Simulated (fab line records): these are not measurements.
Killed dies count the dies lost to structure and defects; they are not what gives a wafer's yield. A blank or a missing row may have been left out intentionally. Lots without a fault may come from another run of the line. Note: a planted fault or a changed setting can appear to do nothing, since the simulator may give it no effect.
fab line records || flow n5_finfet
record {"lots": 7, "wafers": 21}
route steps=1938 shown PASSIVATION@1929
start_h: hours from the record's first day to the start of the lot's first wafer shown || wait_h: hours since the lot's step before || " identical to the entry in the row above || L1.1+2: several wafers, shown together as one row || - no value, or no start given || * or withheld: withheld || < > ~ a bound
route shown NAME@n: a module of which the file shows steps, and the number in the route of the first || usual: mean/standard deviation taken from wafers without a fault || same: alike in all rows || chamber/n: place in a boat || sites: per-site readings || _std_site: their standard deviation || _edge_site: inner sites' mean taken away from outer sites' mean || radius_mm: for every site, how far away it sits from the centre of the wafer || mask NAME#n: copy n || behind: the tool/chamber that last shaped the wafer || hold: why the lot went on hold/how many hours it stayed there/how the hold came to an end || device: which transistor (n, p or np) failed to switch || end of line: tests of these same wafers at the route's end || a step with no rows: only its recipe || killed: dies lost to structure and defects at the first sort, not the wafer's yield || map: a wafer's dies, x killed, . not, _ none there
set.NAME: setting as actually run; set.NAME@STEP: the setting as run at that earlier step || model.NAME: the simulator's own value behind a step, which no gauge read
lots where settings were altered on purpose, with a table for each step and a row for each wafer
## steps
# step N5_PASSIVATION_PASS_ETCH_47
# recipe {"chemistry": "CF4/O2", "target": "SiNx", "target_depth_a": 7700, "time_s": 385, "ion_energy_ev": 100, "pressure_mtorr": 40, "source_w": 535, "bias_w": 49, "Ar_flow_sccm": 100, "cf4_flow_sccm": 100, "O2_flow_sccm": 10}
{"lot.wafer": "L075.1", "tool": "rie_diel-01", "chamber": 0, "start_h": 274.93, "wait_h": 0.0, "set.time_s": 385, "model.etch.depth_nm": 777.7}
{"lot.wafer": "L075.4", "tool": "rie_diel-01", "chamber": 1, "start_h": 274.93, "wait_h": 0.0, "set.time_s": 385, "model.etch.depth_nm": 783.1}
{"lot.wafer": "L075.5", "tool": "rie_diel-01", "chamber": 0, "start_h": 274.93, "wait_h": 0.0, "set.time_s": 304.8, "model.etch.depth_nm": 610.8}
{"lot.wafer": "L083.2", "tool": "rie_diel-02", "chamber": 3, "start_h": 331.90, "wait_h": 0.0, "set.time_s": 385, "model.etch.depth_nm": 760.5}
{"lot.wafer": "L083.4", "tool": "rie_diel-02", "chamber": 2, "start_h": 331.90, "wait_h": 0.0, "set.time_s": 385, "model.etch.depth_nm": 800.8}
{"lot.wafer": "L083.6", "tool": "rie_diel-02", "chamber": 0, "start_h": 331.90, "wait_h": 0.0, "set.time_s": 385, "model.etch.depth_nm": 753.3}
{"lot.wafer": "L082.1", "tool": "rie_diel-01", "chamber": 0, "start_h": 350.45, "wait_h": 0.0, "set.time_s": 385, "model.etch.depth_nm": 790.2}
{"lot.wafer": "L082.4", "tool": "rie_diel-01", "chamber": 3, "start_h": 350.45, "wait_h": 0.0, "set.time_s": 385, "model.etch.depth_nm": 754.4}
{"lot.wafer": "L082.5", "tool": "rie_diel-01", "chamber": 0, "start_h": 350.45, "wait_h": 0.0, "set.time_s": 385, "model.etch.depth_nm": 789.3}
{"lot.wafer": "L090.1", "tool": "rie_diel-06", "chamber": 0, "start_h": 382.62, "wait_h": 0.0, "set.time_s": 385, "model.etch.depth_nm": 787.3}
{"lot.wafer": "L090.3", "tool": "rie_diel-06", "chamber": 1, "start_h": 382.62, "wait_h": 0.0, "set.time_s": 306.1, "model.etch.depth_nm": 635}
{"lot.wafer": "L090.6", "tool": "rie_diel-06", "chamber": 1, "start_h": 382.62, "wait_h": 0.0, "set.time_s": 385, "model.etch.depth_nm": 796.8}
{"lot.wafer": "L096.2", "tool": "rie_diel-01", "chamber": 1, "start_h": 395.96, "wait_h": 0.0, "set.time_s": 385, "model.etch.depth_nm": 793.8}
{"lot.wafer": "L096.4", "tool": "rie_diel-01", "chamber": 2, "start_h": 395.96, "wait_h": 0.0, "set.time_s": 385, "model.etch.depth_nm": 798.9}
{"lot.wafer": "L096.6", "tool": "rie_diel-01", "chamber": 0, "start_h": 395.96, "wait_h": 0.0, "set.time_s": 432.4, "model.etch.depth_nm": 876}
{"lot.wafer": "L092.1", "tool": "rie_diel-02", "chamber": 1, "start_h": 396.89, "wait_h": 0.0, "set.time_s": 352.1, "model.etch.depth_nm": 712.9}
{"lot.wafer": "L092.2", "tool": "rie_diel-02", "chamber": 2, "start_h": 396.89, "wait_h": 0.0, "set.time_s": 385, "model.etch.depth_nm": 803.8}
{"lot.wafer": "L092.4", "tool": "rie_diel-02", "chamber": 0, "start_h": 396.89, "wait_h": 0.0, "set.time_s": 385, "model.etch.depth_nm": 755.1}
{"lot.wafer": "L094.1", "tool": "rie_diel-06", "chamber": 1, "start_h": 397.31, "wait_h": 0.0, "set.time_s": 385, "model.etch.depth_nm": 788.3}
{"lot.wafer": "L094.2", "tool": "rie_diel-06", "chamber": 0, "start_h": 397.31, "wait_h": 0.0, "set.time_s": 385, "model.etch.depth_nm": 784.8}
{"lot.wafer": "L094.6", "tool": "rie_diel-06", "chamber": 0, "start_h": 397.31, "wait_h": 0.0, "set.time_s": 385, "model.etch.depth_nm": 781.1}
# step N5_PASSIVATION_ETCH_54
# recipe {"chemistry": "CHF3/O2", "target": "SiO2", "target_depth_a": 8800, "CHF3_flow_sccm": 50, "O2_flow_sccm": 5, "Ar_flow_sccm": 200, "time_s": 440, "mask_material": "PR", "pressure_mtorr": 30, "source_w": 650, "bias_w": 170, "ion_energy_ev": 200}
# step N5_PASSIVATION_STRIP_48
# recipe {"chemistry": "O2", "power_w": 600, "temp_c": 60, "pressure_mtorr": 30, "rf_frequency_hz": 6e+07, "bias_power_w": 0, "overash_fraction": 0.5, "o2_flow_sccm": 225}
# step N5_PASSIVATION_SRD_72
# recipe {"dry": "ipa_marangoni", "time_s": 30, "temp_c": 23, "rinse_liquid": "diw"}
# step N5_PASSIVATION_ANNEAL_56
# recipe {"temp_c": 400, "time_s": 1800, "ambient": "FGA", "idle_temp_c": 300, "ramp_up_c_per_min": 5, "ramp_down_c_per_min": 3}
# step N5_PASSIVATION_PROBE_49
# usual {"defect_limited_yield": "91.3/1.5", "killed_at_M0_to_M3": "34/10", "killed_at_M4_up": "13/4.9", "killed_at_contacts": "13/6.1", "killed_at_front_end": "39/13", "killed_at_other": "4.1/2.7", "killed_dies": "103/18", "killed_open": "68/13", "killed_short": "32/7.6", "sort_bin_4_leakage": "0/0", "sort_bin_5_function": "5.2/1", "sort_bin_6_memory": "3.2/0.75", "sort_bin_8_speed": "0/0", "sort_n_pass": "1077/18", "sort_yield_pct": "91.3/1.5"}
# same {"gross_dies": 1180, "killed_at_back_side": 0}
{"lot.wafer": "L075.1", "tool": "prober-02", "chamber": "-", "start_h": 278.85, "wait_h": 0.9, "set.time_s@PASSIVATION_PASS_ETCH_47": 385, "defect_limited_yield[%]": 11.9, "killed_at_M0_to_M3": 982, "killed_at_M4_up": 12, "killed_at_contacts": 16, "killed_at_front_end": 25, "killed_at_other": 4, "killed_dies": 1039, "killed_open": 57, "killed_short": 25, "sort_bin_4_leakage[%]": 0, "sort_bin_5_function[%]": 85.3, "sort_bin_6_memory[%]": 2.5, "sort_bin_8_speed[%]": 0, "sort_n_pass": 141, "sort_yield_pct[%]": 11.9}
{"lot.wafer": "L075.4", "tool": "prober-02", "chamber": "-", "start_h": 279.00, "wait_h": 1.1, "set.time_s@PASSIVATION_PASS_ETCH_47": 385, "defect_limited_yield[%]": 79.0, "killed_at_M0_to_M3": 31, "killed_at_M4_up": 168, "killed_at_contacts": 15, "killed_at_front_end": 30, "killed_at_other": 4, "killed_dies": 248, "killed_open": 71, "killed_short": 15, "sort_bin_4_leakage[%]": 0, "sort_bin_5_function[%]": 11.7, "sort_bin_6_memory[%]": 8.5, "sort_bin_8_speed[%]": 0, "sort_n_pass": 932, "sort_yield_pct[%]": 79.0}
{"lot.wafer": "L075.5", "tool": "prober-02", "chamber": "-", "start_h": 279.05, "wait_h": 1.1, "set.time_s@PASSIVATION_PASS_ETCH_47": 304.8, "defect_limited_yield[%]": 0.3, "killed_at_M0_to_M3": 40, "killed_at_M4_up": 10, "killed_at_contacts": 6, "killed_at_front_end": 37, "killed_at_other": 1083, "killed_dies": 1176, "killed_open": 71, "killed_short": 25, "sort_bin_4_leakage[%]": 0, "sort_bin_5_function[%]": 96.3, "sort_bin_6_memory[%]": 3.3, "sort_bin_8_speed[%]": 0, "sort_n_pass": 4, "sort_yield_pct[%]": 0.3}
{"lot.wafer": "L083.2", "tool": "prober-01", "chamber": "-", "start_h": 334.97, "wait_h": 0.1, "set.time_s@PASSIVATION_PASS_ETCH_47": 385, "defect_limited_yield[%]": 90.3, "killed_at_M0_to_M3": 44, "killed_at_M4_up": 15, "killed_at_contacts": 9, "killed_at_front_end": 42, "killed_at_other": 5, "killed_dies": 115, "killed_open": 71, "killed_short": 37, "sort_bin_4_leakage[%]": 0, "sort_bin_5_function[%]": 5.5, "sort_bin_6_memory[%]": 3.9, "sort_bin_8_speed[%]": 0.08, "sort_n_pass": 1065, "sort_yield_pct[%]": 90.3}
{"lot.wafer": "L083.4", "tool": "prober-01", "chamber": "-", "start_h": 335.07, "wait_h": 0.2, "set.time_s@PASSIVATION_PASS_ETCH_47": 385, "defect_limited_yield[%]": 89.7, "killed_at_M0_to_M3": 41, "killed_at_M4_up": 14, "killed_at_contacts": 13, "killed_at_front_end": 45, "killed_at_other": 9, "killed_dies": 122, "killed_open": 68, "killed_short": 52, "sort_bin_4_leakage[%]": 0, "sort_bin_5_function[%]": 5.1, "sort_bin_6_memory[%]": 4.6, "sort_bin_8_speed[%]": 0, "sort_n_pass": 1058, "sort_yield_pct[%]": 89.7}
{"lot.wafer": "L083.6", "tool": "prober-01", "chamber": "-", "start_h": 335.17, "wait_h": 0.3, "set.time_s@PASSIVATION_PASS_ETCH_47": 385, "defect_limited_yield[%]": 91.9, "killed_at_M0_to_M3": 40, "killed_at_M4_up": 15, "killed_at_contacts": 5, "killed_at_front_end": 31, "killed_at_other": 5, "killed_dies": 96, "killed_open": 58, "killed_short": 37, "sort_bin_4_leakage[%]": 0, "sort_bin_5_function[%]": 4.8, "sort_bin_6_memory[%]": 3.0, "sort_bin_8_speed[%]": 0, "sort_n_pass": 1084, "sort_yield_pct[%]": 91.9}
{"lot.wafer": "L082.1", "tool": "prober-01", "chamber": "-", "start_h": 353.49, "wait_h": 0.0, "set.time_s@PASSIVATION_PASS_ETCH_47": 385, "defect_limited_yield[%]": 93.1, "killed_at_M0_to_M3": 31, "killed_at_M4_up": 10, "killed_at_contacts": 9, "killed_at_front_end": 28, "killed_at_other": 3, "killed_dies": 81, "killed_open": 50, "killed_short": 28, "sort_bin_4_leakage[%]": 0, "sort_bin_5_function[%]": 4.5, "sort_bin_6_memory[%]": 2.2, "sort_bin_8_speed[%]": 0, "sort_n_pass": 1099, "sort_yield_pct[%]": 93.1}
{"lot.wafer": "L082.4", "tool": "prober-01", "chamber": "-", "start_h": 353.64, "wait_h": 0.2, "set.time_s@PASSIVATION_PASS_ETCH_47": 385, "defect_limited_yield[%]": 88.3, "killed_at_M0_to_M3": 38, "killed_at_M4_up": 55, "killed_at_contacts": 3, "killed_at_front_end": 36, "killed_at_other": 6, "killed_dies": 138, "killed_open": 59, "killed_short": 29, "sort_bin_4_leakage[%]": 0, "sort_bin_5_function[%]": 6.4, "sort_bin_6_memory[%]": 4.8, "sort_bin_8_speed[%]": 0, "sort_n_pass": 1042, "sort_yield_pct[%]": 88.3}
{"lot.wafer": "L082.5", "tool": "prober-01", "chamber": "-", "start_h": 353.69, "wait_h": 0.2, "set.time_s@PASSIVATION_PASS_ETCH_47": 385, "defect_limited_yield[%]": 92.3, "killed_at_M0_to_M3": 30, "killed_at_M4_up": 8, "killed_at_contacts": 11, "killed_at_front_end": 35, "killed_at_other": 7, "killed_dies": 91, "killed_open": 55, "killed_short": 36, "sort_bin_4_leakage[%]": 0, "sort_bin_5_function[%]": 5.3, "sort_bin_6_memory[%]": 2.3, "sort_bin_8_speed[%]": 0, "sort_n_pass": 1089, "sort_yield_pct[%]": 92.3}
{"lot.wafer": "L090.1", "tool": "prober-01", "chamber": "-", "start_h": 385.65, "wait_h": 0.0, "set.time_s@PASSIVATION_PASS_ETCH_47": 385, "defect_limited_yield[%]": 89.2, "killed_at_M0_to_M3": 33, "killed_at_M4_up": 58, "killed_at_contacts": 8, "killed_at_front_end": 27, "killed_at_other": 1, "killed_dies": 127, "killed_open": 58, "killed_short": 26, "sort_bin_4_leakage[%]": 0, "sort_bin_5_function[%]": 6.5, "sort_bin_6_memory[%]": 3.8, "sort_bin_8_speed[%]": 0, "sort_n_pass": 1053, "sort_yield_pct[%]": 89.2}
{"lot.wafer": "L090.3", "tool": "prober-01", "chamber": "-", "start_h": 385.75, "wait_h": 0.1, "set.time_s@PASSIVATION_PASS_ETCH_47": 306.1, "defect_limited_yield[%]": 15.6, "killed_at_M0_to_M3": 14, "killed_at_M4_up": 23, "killed_at_contacts": 25, "killed_at_front_end": 34, "killed_at_other": 900, "killed_dies": 996, "killed_open": 42, "killed_short": 27, "sort_bin_4_leakage[%]": 0, "sort_bin_5_function[%]": 81.4, "sort_bin_6_memory[%]": 2.7, "sort_bin_8_speed[%]": 0, "sort_n_pass": 184, "sort_yield_pct[%]": 15.6}
{"lot.wafer": "L090.6", "tool": "prober-01", "chamber": "-", "start_h": 385.90, "wait_h": 0.3, "set.time_s@PASSIVATION_PASS_ETCH_47": 385, "defect_limited_yield[%]": 90.6, "killed_at_M0_to_M3": 20, "killed_at_M4_up": 53, "killed_at_contacts": 19, "killed_at_front_end": 17, "killed_at_other": 2, "killed_dies": 111, "killed_open": 52, "killed_short": 17, "sort_bin_4_leakage[%]": 0, "sort_bin_5_function[%]": 5.3, "sort_bin_6_memory[%]": 3.7, "sort_bin_8_speed[%]": 0, "sort_n_pass": 1069, "sort_yield_pct[%]": 90.6}
{"lot.wafer": "L096.2", "tool": "prober-01", "chamber": "-", "start_h": 399.02, "wait_h": 0.1, "set.time_s@PASSIVATION_PASS_ETCH_47": 385, "defect_limited_yield[%]": 90.3, "killed_at_M0_to_M3": 29, "killed_at_M4_up": 12, "killed_at_contacts": 13, "killed_at_front_end": 56, "killed_at_other": 4, "killed_dies": 114, "killed_open": 76, "killed_short": 33, "sort_bin_4_leakage[%]": 0, "sort_bin_5_function[%]": 6.4, "sort_bin_6_memory[%]": 2.7, "sort_bin_8_speed[%]": 0, "sort_n_pass": 1066, "sort_yield_pct[%]": 90.3}
{"lot.wafer": "L096.4", "tool": "prober-01", "chamber": "-", "start_h": 399.12, "wait_h": 0.2, "set.time_s@PASSIVATION_PASS_ETCH_47": 385, "defect_limited_yield[%]": 91.8, "killed_at_M0_to_M3": 29, "killed_at_M4_up": 10, "killed_at_contacts": 3, "killed_at_front_end": 51, "killed_at_other": 4, "killed_dies": 97, "killed_open": 62, "killed_short": 35, "sort_bin_4_leakage[%]": 0, "sort_bin_5_function[%]": 4.7, "sort_bin_6_memory[%]": 2.9, "sort_bin_8_speed[%]": 0, "sort_n_pass": 1083, "sort_yield_pct[%]": 91.8}
{"lot.wafer": "L096.6", "tool": "prober-01", "chamber": "-", "start_h": 399.22, "wait_h": 0.3, "set.time_s@PASSIVATION_PASS_ETCH_47": 432.4, "defect_limited_yield[%]": 92.7, "killed_at_M0_to_M3": 23, "killed_at_M4_up": 12, "killed_at_contacts": 15, "killed_at_front_end": 32, "killed_at_other": 4, "killed_dies": 86, "killed_open": 52, "killed_short": 33, "sort_bin_4_leakage[%]": 0, "sort_bin_5_function[%]": 3.6, "sort_bin_6_memory[%]": 2.9, "sort_bin_8_speed[%]": 0, "sort_n_pass": 1094, "sort_yield_pct[%]": 92.7}
{"lot.wafer": "L092.1", "tool": "prober-02", "chamber": "-", "start_h": 399.90, "wait_h": 0.0, "set.time_s@PASSIVATION_PASS_ETCH_47": 352.1, "defect_limited_yield[%]": 92.9, "killed_at_M0_to_M3": 22, "killed_at_M4_up": 11, "killed_at_contacts": 9, "killed_at_front_end": 36, "killed_at_other": 6, "killed_dies": 84, "killed_open": 56, "killed_short": 25, "sort_bin_4_leakage[%]": 0, "sort_bin_5_function[%]": 4.4, "sort_bin_6_memory[%]": 2.5, "sort_bin_8_speed[%]": 0, "sort_n_pass": 1096, "sort_yield_pct[%]": 92.9}
{"lot.wafer": "L092.2", "tool": "prober-02", "chamber": "-", "start_h": 399.95, "wait_h": 0.1, "set.time_s@PASSIVATION_PASS_ETCH_47": 385, "defect_limited_yield[%]": 90.5, "killed_at_M0_to_M3": 49, "killed_at_M4_up": 20, "killed_at_contacts": 11, "killed_at_front_end": 27, "killed_at_other": 5, "killed_dies": 112, "killed_open": 54, "killed_short": 39, "sort_bin_4_leakage[%]": 1.36, "sort_bin_5_function[%]": 5.1, "sort_bin_6_memory[%]": 2.5, "sort_bin_8_speed[%]": 0.08, "sort_n_pass": 1068, "sort_yield_pct[%]": 90.5}
{"lot.wafer": "L092.4", "tool": "prober-02", "chamber": "-", "start_h": 400.05, "wait_h": 0.2, "set.time_s@PASSIVATION_PASS_ETCH_47": 385, "defect_limited_yield[%]": 89.7, "killed_at_M0_to_M3": 51, "killed_at_M4_up": 16, "killed_at_contacts": 18, "killed_at_front_end": 32, "killed_at_other": 5, "killed_dies": 122, "killed_open": 85, "killed_short": 29, "sort_bin_4_leakage[%]": 0.59, "sort_bin_5_function[%]": 6.5, "sort_bin_6_memory[%]": 3.0, "sort_bin_8_speed[%]": 0, "sort_n_pass": 1058, "sort_yield_pct[%]": 89.7}
{"lot.wafer": "L094.1", "tool": "prober-01", "chamber": "-", "start_h": 400.96, "wait_h": 0.0, "set.time_s@PASSIVATION_PASS_ETCH_47": 385, "defect_limited_yield[%]": 92.6, "killed_at_M0_to_M3": 31, "killed_at_M4_up": 10, "killed_at_contacts": 9, "killed_at_front_end": 35, "killed_at_other": 2, "killed_dies": 87, "killed_open": 58, "killed_short": 27, "sort_bin_4_leakage[%]": 0, "sort_bin_5_function[%]": 4.1, "sort_bin_6_memory[%]": 3.0, "sort_bin_8_speed[%]": 0, "sort_n_pass": 1093, "sort_yield_pct[%]": 92.6}
{"lot.wafer": "L094.2", "tool": "prober-01", "chamber": "-", "start_h": 401.01, "wait_h": 0.1, "set.time_s@PASSIVATION_PASS_ETCH_47": 385, "defect_limited_yield[%]": 93.8, "killed_at_M0_to_M3": 16, "killed_at_M4_up": 9, "killed_at_contacts": 10, "killed_at_front_end": 31, "killed_at_other": 7, "killed_dies": 73, "killed_open": 53, "killed_short": 20, "sort_bin_4_leakage[%]": 0, "sort_bin_5_function[%]": 3.7, "sort_bin_6_memory[%]": 2.3, "sort_bin_8_speed[%]": 0, "sort_n_pass": 1107, "sort_yield_pct[%]": 93.8}
{"lot.wafer": "L094.6", "tool": "prober-01", "chamber": "-", "start_h": 401.21, "wait_h": 0.3, "set.time_s@PASSIVATION_PASS_ETCH_47": 385, "defect_limited_yield[%]": 93.0, "killed_at_M0_to_M3": 31, "killed_at_M4_up": 8, "killed_at_contacts": 12, "killed_at_front_end": 31, "killed_at_other": 1, "killed_dies": 83, "killed_open": 51, "killed_short": 31, "sort_bin_4_leakage[%]": 0, "sort_bin_5_function[%]": 4.7, "sort_bin_6_memory[%]": 2.3, "sort_bin_8_speed[%]": 0, "sort_n_pass": 1097, "sort_yield_pct[%]": 93.0}
# killed by level:class
L075.1 BEOL_M0_SAQP:area_ald=956 MOL_CONTACT_COAG:geometric_particle:open=14 BEOL_M3:geometric_particle:open=11 FIN_SAQP:geometric_particle:short=8 BEOL_M4:geometric_particle:open=5 DUMMY_GATE:geometric_particle:open=4 BEOL_M2:geometric_particle:open=4 BEOL_M3:geometric_particle:short=4
L075.4 BEOL_M5:area_expose=157 MOL_CONTACT_COAG:geometric_particle:open=14 BEOL_M3:geometric_particle:open=14 STI_FIN_REVEAL:geometric_particle:open=8 GATE_CUT:geometric_particle:short=5 BEOL_M2:geometric_particle:open=5 FIN_SAQP:geometric_particle:short=4 FIN_SAQP:geometric_particle:open=4
L075.5 PASSIVATION:area_etch=1079 BEOL_M2:geometric_particle:open=15 BEOL_M3:geometric_particle:open=13 FIN_SAQP:geometric_particle:open=10 FIN_SAQP:geometric_particle:short=8 STI_FIN_REVEAL:geometric_particle:open=6 BEOL_M4:geometric_particle:open=5 MOL_CONTACT_COAG:geometric_particle:open=4
L083.2 BEOL_M0_SAQP:geometric_particle:short=11 BEOL_M1:geometric_particle:open=9 BEOL_M2:geometric_particle:open=8 STARTING-WAFER:geometric_particle:open=6 STI_FIN_REVEAL:geometric_particle:open=5 MOL_CONTACT_COAG:geometric_particle:open=5 FIN_SAQP:geometric_particle:open=4 DUMMY_GATE:geometric_particle:open=4
L083.4 BEOL_M0_SAQP:geometric_particle:short=18 FIN_SAQP:geometric_particle:short=17 MOL_CONTACT_COAG:geometric_particle:open=11 FIN_SAQP:geometric_particle:open=7 BEOL_M0_SAQP:geometric_particle:open=7 STARTING-WAFER:geometric_particle:short=6 BEOL_M4:geometric_particle:open=6 BEOL_M1:geometric_particle:open=5
L083.6 BEOL_M0_SAQP:geometric_particle:short=10 BEOL_M3:geometric_particle:open=9 FIN_SAQP:geometric_particle:short=7 BEOL_M0_SAQP:geometric_particle:open=6 BEOL_M4:geometric_particle:open=6 GATE_CUT:geometric_particle:short=5 MOL_CONTACT_COAG:geometric_particle:open=5 BEOL_M1:geometric_particle:open=5
L082.1 MOL_CONTACT_COAG:geometric_particle:open=7 BEOL_M2:geometric_particle:open=7 BEOL_M3:geometric_particle:open=7 STI_FIN_REVEAL:geometric_particle:open=6 STI_FIN_REVEAL:geometric_particle:short=5 DUMMY_GATE:geometric_particle:open=5 FIN_SAQP:geometric_particle:short=4 BEOL_M0_SAQP:geometric_particle:short=3
L082.4 BEOL_M5:area_expose=44 BEOL_M0_SAQP:geometric_particle:open=12 STI_FIN_REVEAL:geometric_particle:open=11 BEOL_M0_SAQP:geometric_particle:short=7 GATE_CUT:geometric_particle:short=5 BEOL_M2:geometric_particle:open=5 BEOL_M3:geometric_particle:open=5 BEOL_M1:geometric_particle:open=4
L082.5 BEOL_M0_SAQP:geometric_particle:open=11 STI_FIN_REVEAL:geometric_particle:open=9 MOL_CONTACT_COAG:geometric_particle:open=9 BEOL_M0_SAQP:geometric_particle:short=8 STARTING-WAFER:geometric_particle:short=7 STARTING-WAFER:geometric_particle:open=5 FIN_SAQP:geometric_particle:open=4 FIN_SAQP:geometric_particle:short=3
L090.1 BEOL_M5:area_expose=41 BEOL_M4:geometric_particle:open=11 GATE_CUT:geometric_particle:short=8 BEOL_M2:geometric_particle:open=7 BEOL_M0_SAQP:geometric_particle:open=7 BEOL_M0_SAQP:geometric_particle:short=6 GATE_CUT:geometric_particle:open=5 MOL_CONTACT_COAG:geometric_particle:open=5
L090.3 PASSIVATION:area_etch=895 MOL_CONTACT_COAG:area_expose=20 BEOL_M5:area_expose=11 STI_FIN_REVEAL:geometric_particle:open=8 MOL_CONTACT_COAG:geometric_particle:open=5 FIN_SAQP:geometric_particle:short=4 GATE_CUT:geometric_particle:short=4 GATE_CUT:geometric_particle:open=4
L090.6 BEOL_M5:area_expose=33 MOL_CONTACT_COAG:geometric_particle:open=17 BEOL_M4:geometric_particle:open=11 BEOL_M2:geometric_particle:open=7 GATE_CUT:geometric_particle:short=5 BEOL_M1:geometric_particle:open=3 BEOL_M8:area_peb=3 FIN_SAQP:geometric_particle:short=2
L096.2 FIN_SAQP:geometric_particle:open=13 MOL_CONTACT_COAG:geometric_particle:open=11 STI_FIN_REVEAL:geometric_particle:open=10 BEOL_M2:geometric_particle:open=7 BEOL_M3:geometric_particle:open=7 GATE_CUT:geometric_particle:short=6 STARTING-WAFER:geometric_particle:open=6 FIN_SAQP:geometric_particle:short=5
L096.4 FIN_SAQP:geometric_particle:short=11 FIN_SAQP:geometric_particle:open=10 STI_FIN_REVEAL:geometric_particle:open=8 BEOL_M0_SAQP:geometric_particle:open=5 BEOL_M3:geometric_particle:open=5 STARTING-WAFER:geometric_particle:short=4 GATE_CUT:geometric_particle:short=4 BEOL_M2:geometric_particle:open=4
L096.6 MOL_CONTACT_COAG:geometric_particle:open=9 FIN_SAQP:geometric_particle:short=7 BEOL_M2:geometric_particle:open=6 FIN_SAQP:geometric_particle:open=5 MOL_CONTACT_COAG:geometric_particle:short=5 BEOL_M3:geometric_particle:open=5 DUMMY_GATE:geometric_particle:open=4 BEOL_M4:geometric_particle:open=4
L092.1 STI_FIN_REVEAL:geometric_particle:open=11 FIN_SAQP:geometric_particle:open=8 MOL_CONTACT_COAG:geometric_particle:open=7 BEOL_M1:geometric_particle:open=4 GATE_CUT:geometric_particle:short=4 BEOL_M2:geometric_particle:open=4 BEOL_M3:geometric_particle:open=4 STARTING-WAFER:geometric_particle:short=4
L092.2 M2:area_ald=16 BEOL_M1:geometric_particle:open=8 FIN_SAQP:geometric_particle:short=7 BEOL_M3:geometric_particle:open=7 MOL_CONTACT_COAG:geometric_particle:open=7 BEOL_M4:geometric_particle:open=6 STI_FIN_REVEAL:geometric_particle:open=5 ILD0:geometric_particle:short=4
L092.4 BEOL_M3:geometric_particle:open=15 MOL_CONTACT_COAG:geometric_particle:open=13 FIN_SAQP:geometric_particle:open=7 BEOL_M1:geometric_particle:open=7 M2:area_ald=7 STI_FIN_REVEAL:geometric_particle:open=6 BEOL_M4:geometric_particle:open=6 FIN_SAQP:geometric_particle:short=5
L094.1 BEOL_M0_SAQP:geometric_particle:short=11 FIN_SAQP:geometric_particle:open=9 BEOL_M0_SAQP:geometric_particle:open=9 MOL_CONTACT_COAG:geometric_particle:open=7 BEOL_M1:geometric_particle:open=6 STI_FIN_REVEAL:geometric_particle:open=5 FIN_SAQP:geometric_particle:short=4 STARTING-WAFER:geometric_particle:short=4
L094.2 FIN_SAQP:geometric_particle:open=9 MOL_CONTACT_COAG:geometric_particle:open=8 FIN_SAQP:geometric_particle:short=5 BEOL_M3:geometric_particle:open=5 BEOL_M4:geometric_particle:open=5 STI_FIN_REVEAL:geometric_particle:open=4 BEOL_M2:geometric_particle:open=4 DUMMY_GATE:geometric_particle:short=3
L094.6 MOL_CONTACT_COAG:geometric_particle:open=12 FIN_SAQP:geometric_particle:short=8 BEOL_M0_SAQP:geometric_particle:open=8 BEOL_M0_SAQP:geometric_particle:short=6 FIN_SAQP:geometric_particle:open=5 BEOL_M2:geometric_particle:open=4 BEOL_M4:geometric_particle:open=4 STI_FIN_REVEAL:geometric_particle:open=3
## key
split {"step": "N5_PASSIVATION_PASS_ETCH_47", "setting": "time_s", "stated": 385, "by": "wafer"}
response {"step": "N5_PASSIVATION_PASS_ETCH_47", "reading": "model.etch.depth_nm", "change": "+7.7", "per": "1%", "r": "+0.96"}
response {"step": "N5_PASSIVATION_PROBE_49", "reading": "killed_at_other", "shape": "bent", "at_lowest": 1083, "at_stated": 4.4, "at_highest": 4}
